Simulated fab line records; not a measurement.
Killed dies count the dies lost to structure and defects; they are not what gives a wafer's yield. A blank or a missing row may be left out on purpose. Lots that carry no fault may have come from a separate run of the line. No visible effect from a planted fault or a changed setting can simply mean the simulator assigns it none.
Which tool is to blame? | flow nand-harc | 33 wafers from 11 lots sampled at 6 of the route's 1302 steps

## WHAT THE GAUGES READ, wafer by wafer
NHARC_P_CONTACT_CD_MEAS_12: the cd target is 90 nm. Usual: 90.1 nm for cd-nm, sd 0.84.
lot  | measured     | on        | cd-nm (nm)     | flag
L706 | day 5 23:29  | cd-sem-02 | 88.5 89.6 89.3 |
L707 | day 6 07:41  | cd-sem-03 | 89.7 89.9 90.1 |
L710 | day 7 15:36  | cd-sem-01 | 91.2 90.0 90.2 |
L712 | day 8 15:43  | cd-sem-03 | 91.4 91.2 91.6 |
L714 | day 9 09:44  | cd-sem-02 | 90.2 90.7 91.4 |
L716 | day 10 04:55 | cd-sem-01 | 90.7 90.3 89.9 |
L717 | day 10 05:50 | cd-sem-01 | 89.5 89.4 89.6 |
L718 | day 11 06:07 | cd-sem-02 | 90.4 91.5 90.8 |
L719 | day 11 09:13 | cd-sem-03 | 90.0 89.7 90.6 |
L720 | day 11 21:10 | cd-sem-02 | 92.9 92.9 93.1 | OFF
L729 | day 15 16:35 | cd-sem-01 | 90.7 90.4 89.7 |

NHARC_END_SORT_01. Usual: killed-at-array 58, standard deviation 17; killed-at-other 1.0, standard deviation 1.4; killed-at-periphery 3.6, standard deviation 2.4; killed-dies 62, standard deviation 17; killed-open 3.4, standard deviation 2; killed-short 2.2, standard deviation 1.6.
lot  | measured     | on        | killed-at-array | killed-at-other | killed-at-periphery | killed-dies | killed-open | killed-short | flag
L710 | day 25 23:47 | prober-01 | 68 58 70        | 0 2 0           | 3 2 0               | 71 62 70    | 2 4 2       | 3 1 0        |
L716 | day 28 09:23 | prober-01 | 48 60 56        | 1 1 0           | 4 4 3               | 53 65 59    | 1 4 5       | 3 3 3        |
L719 | day 29 18:00 | prober-02 | 25 20 26        | 0 0 0           | 3 2 4               | 28 22 30    | 6 1 6       | 3 3 2        |

## WHAT TOOL EACH LOT RAN ON (gives the tool, then ch and the chambers of the sampled wafers, and finally the start)
lot  | NHARC_P_GATE_DESCUM_93             | NHARC_P_GATE_RTA_64              | NHARC_P_CONTACT_EXPOSE_09          | NHARC_P_CONTACT_ETCH_31
L706 | rie-diel-05 ch 0,1,3, day 5 18:44  | rtp-anneal-01 ch 0, day 5 20:26  | arfi-scanner-03 ch 0, day 5 23:20  | rie-diel-10 ch 0,2, no start
L707 | rie-diel-05 ch 1,2, day 6 03:10    | rtp-anneal-02 ch 0, day 6 04:49  | arfi-scanner-01 ch 0, day 6 07:33  | rie-diel-01 ch 0,3, no start
L710 | rie-diel-09 ch 0,3, day 7 10:53    | rtp-anneal-02 ch 0, day 7 12:38  | arfi-scanner-03 ch 0, day 7 15:28  | rie-diel-01 ch 0,3, day 25 23:47 or earlier
L712 | rie-diel-03 ch 1,2, day 8 11:19    | rtp-anneal-02 ch 0, day 8 12:59  | arfi-scanner-02 ch 0, day 8 15:34  | rie-diel-02 ch 1,2,3, no start
L714 | rie-diel-05 ch 0,3, day 9 05:14    | rtp-anneal-02 ch 0, day 9 06:55  | arfi-scanner-03 ch 0, day 9 09:37  | rie-diel-10 ch 1,2,3, no start
L716 | rie-diel-09 ch 0,2,3, day 10 00:34 | rtp-anneal-01 ch 0, day 10 02:11 | arfi-scanner-01 ch 0, day 10 04:47 | rie-diel-01 ch 0,1,3, day 28 09:23 or earlier
L717 | rie-diel-05 ch 0,3, day 10 01:26   | rtp-anneal-02 ch 0, day 10 03:07 | arfi-scanner-01 ch 0, day 10 05:41 | rie-diel-10 ch 0,1,3, no start
L718 | rie-diel-05 ch 1,2, day 11 01:22   | rtp-anneal-02 ch 0, day 11 03:04 | arfi-scanner-02 ch 0, day 11 05:59 | rie-diel-01 ch 0,1,2, no start
L719 | rie-diel-09 ch 0,3, day 11 04:42   | rtp-anneal-01 ch 0, day 11 06:22 | arfi-scanner-01 ch 0, day 11 09:05 | rie-diel-01 ch 2,3, day 29 18:00 or earlier
L720 | rie-diel-03 ch 0,1, day 11 16:35   | rtp-anneal-01 ch 0, day 11 18:14 | arfi-scanner-02 ch 0, day 11 21:01 | rie-diel-02 ch 0,1,2, no start
L729 | rie-diel-09 ch 0,1,2, day 15 12:03 | rtp-anneal-01 ch 0, day 15 13:51 | arfi-scanner-02 ch 0, day 15 16:27 | rie-diel-10 ch 0,2,3, no start
- NHARC_P_GATE_DESCUM_93: chemistry O2, time 3 s.
- NHARC_P_GATE_RTA_64: time 1 s.
- NHARC_P_CONTACT_EXPOSE_09: exposes mask P CA, target cd 90 nm.
- NHARC_P_CONTACT_ETCH_31: etches the open film in CH3F/O2, target depth 30 nm, time 85.7 s.

## WHAT THE TOOLS THEMSELVES READ (means of the sampled wafers that have a number; where no wafer has one, the mark that the record gives instead)
NHARC_P_GATE_DESCUM_93. Usual: for drypump-motor-current-A, 5.5 A with a standard deviation of 0.32; for mfc-ar-sccm, 0.008 sccm with a standard deviation of 0.0084; for o2-flow-sccm, 200.0 sccm with a standard deviation of 0.56; for oes-product-au, 0.998 a.u. with a standard deviation of 0.011; for rf-vpp-V, 57.7 V with a standard deviation of 0.96; for showerhead-plenum-p-Torr, 1.94 Torr with a standard deviation of 0.085; for throttle-valve-pct, 11.312 % with a standard deviation of 0.0091.
lot  | tool        | drypump-motor-current-A (A) | mfc-ar-sccm (sccm) | o2-flow-sccm (sccm) | oes-product-au (a.u.) | rf-vpp-V (V) | showerhead-plenum-p-Torr (Torr) | throttle-valve-pct (%) | flag
L706 | rie-diel-05 | 5.4                         | 0.011              | 200.2               | 0.989                 | 58.2         | 1.95                            | 11.307                 |
L707 | rie-diel-05 | 5.3                         | 0.019              | 199.9               | 0.989                 | 58.5         | 1.94                            | 11.320                 |
L710 | rie-diel-09 | 6.0                         | 0.003              | 199.9               | 1.013                 | 58.0         | 1.98                            | 11.318                 |
L712 | rie-diel-03 | 5.5                         | 0.000              | 199.9               | 1.007                 | 57.8         | 1.90                            | 11.316                 |
L714 | rie-diel-05 | 5.5                         | 0.006              | 200.1               | 0.997                 | 57.0         | 1.87                            | 11.308                 |
L716 | rie-diel-09 | 5.7                         | 0.003              | 199.8               | 0.996                 | 58.4         | 1.99                            | 11.307                 |
L717 | rie-diel-05 | 5.5                         | 0.006              | 199.6               | 0.999                 | 57.4         | 1.87                            | 11.321                 |
L718 | rie-diel-05 | 5.3                         | 0.019              | 200.0               | 0.985                 | 57.8         | 1.94                            | 11.319                 |
L719 | rie-diel-09 | 5.8                         | 0.005              | 200.1               | 1.011                 | 58.5         | 1.99                            | 11.311                 |
L720 | rie-diel-03 | 5.6                         | 0.000              | 200.1               | 1.004                 | 57.5         | 1.86                            | 11.304                 |
L729 | rie-diel-09 | 5.4                         | 0.003              | 200.6               | 0.999                 | 57.7         | 1.98                            | 11.314                 |

NHARC_P_GATE_RTA_64. Usual: lamp-power-pct 31.4 %, standard deviation 1.3; lamp_zone_6_pct 31.4 %, standard deviation 1.3; wafer_temp_C_max 1055.6, standard deviation 2.3.
lot  | tool          | lamp-power-pct (%) | lamp_zone_6_pct (%) | wafer_temp_C_max | flag
L706 | rtp-anneal-01 | 30.0               | 30.0                | 1057.4           |
L707 | rtp-anneal-02 | 32.5               | 32.5                | 1053.7           |
L710 | rtp-anneal-02 | 32.6               | 32.6                | 1054.3           |
L712 | rtp-anneal-02 | 32.6               | 32.6                | 1053.8           |
L714 | rtp-anneal-02 | 32.6               | 32.5                | 1053.1           |
L716 | rtp-anneal-01 | 30.0               | 29.9                | 1057.5           |
L717 | rtp-anneal-02 | 32.6               | 32.5                | 1053.3           |
L718 | rtp-anneal-02 | 32.6               | 32.6                | 1054.4           |
L719 | rtp-anneal-01 | 30.0               | 30.0                | 1057.9           |
L720 | rtp-anneal-01 | 30.0               | 30.0                | 1058.9           |
L729 | rtp-anneal-01 | 30.0               | 29.9                | 1057.5           |

NHARC_P_CONTACT_ETCH_31. Usual: for drypump-motor-current-A, 5.8 A with a standard deviation of 0.34; for mfc-ar-sccm, 200.0 sccm with a standard deviation of 0.55; for o2-flow-sccm, 30.00 sccm with a standard deviation of 0.09; for oes-product-au, 0.973 a.u. with a standard deviation of 0.015; for rf-vpp-V, 244.0 V with a standard deviation of 1.5; for showerhead-plenum-p-Torr, 2.43 Torr with a standard deviation of 0.088; for throttle-valve-pct, 20.663 % with a standard deviation of 0.009.
lot  | tool        | drypump-motor-current-A (A) | mfc-ar-sccm (sccm) | o2-flow-sccm (sccm) | oes-product-au (a.u.) | rf-vpp-V (V) | showerhead-plenum-p-Torr (Torr) | throttle-valve-pct (%) | flag
L706 | rie-diel-10 | 5.9                         | 199.8              | 29.93               | 0.980                 | 244.2        | 2.48                            | 20.652                 |
L707 | rie-diel-01 | 5.9                         | 199.8              | 29.93               | 0.981                 | 244.5        | 2.38                            | 20.658                 |
L710 | rie-diel-01 | 5.9                         | 200.1              | 30.04               | 0.954                 | 243.0        | 2.38                            | 20.663                 |
L712 | rie-diel-02 | 5.6                         | 200.2              | 30.00               | 0.985                 | 245.2        | 2.46                            | 20.656                 |
L714 | rie-diel-10 | 5.9                         | 200.8              | 30.04               | 0.952                 | 242.9        | 2.35                            | 20.662                 |
L716 | rie-diel-01 | 6.0                         | 199.7              | 30.05               | 0.975                 | 243.8        | 2.39                            | 20.664                 |
L717 | rie-diel-10 | 6.0                         | 200.1              | 29.97               | 0.953                 | 244.4        | 2.43                            | 20.655                 |
L718 | rie-diel-01 | 5.7                         | 200.2              | 29.93               | 0.990                 | 242.3        | 2.34                            | 20.656                 |
L719 | rie-diel-01 | 5.6                         | 199.9              | 30.08               | 0.988                 | 242.6        | 2.42                            | 20.660                 |
L720 | rie-diel-02 | 6.0                         | 200.4              | 30.00               | 0.964                 | 244.7        | 2.49                            | 20.664                 |
L729 | rie-diel-10 | 5.8                         | 200.1              | 30.02               | 0.981                 | 243.5        | 2.40                            | 20.659                 |

## THE ANSWER, worked out from the rows above alone
Rule: a lot is off if the mean of its wafers that have a number lies more than 3 standard deviations from the usual mean. Also off: a lot with no number at a reading for which 4 or more lots have one. Any other lot the step has rows for is counted as sound. First the gauges in route order, then the tools' own readings, where a lot's mean is used as printed above. At the first step where some lot is off, the reading lying furthest off is the one used; lots without a number count as furthest.
Off: L720 (NHARC_P_CONTACT_CD_MEAS_12, cd-nm).
If a tool, at a process step before that reading, ran all the lots that are off and no sound lot after the first of them, it fits. The gauges at NHARC_P_CONTACT_CD_MEAS_12 are tried like those tools. This does not decide it: 2 tools fit, namely rie-diel-03 at NHARC_P_GATE_DESCUM_93 and cd-sem-02 at NHARC_P_CONTACT_CD_MEAS_12.

## WHAT WAS PUT IN BY THE SIMULATOR
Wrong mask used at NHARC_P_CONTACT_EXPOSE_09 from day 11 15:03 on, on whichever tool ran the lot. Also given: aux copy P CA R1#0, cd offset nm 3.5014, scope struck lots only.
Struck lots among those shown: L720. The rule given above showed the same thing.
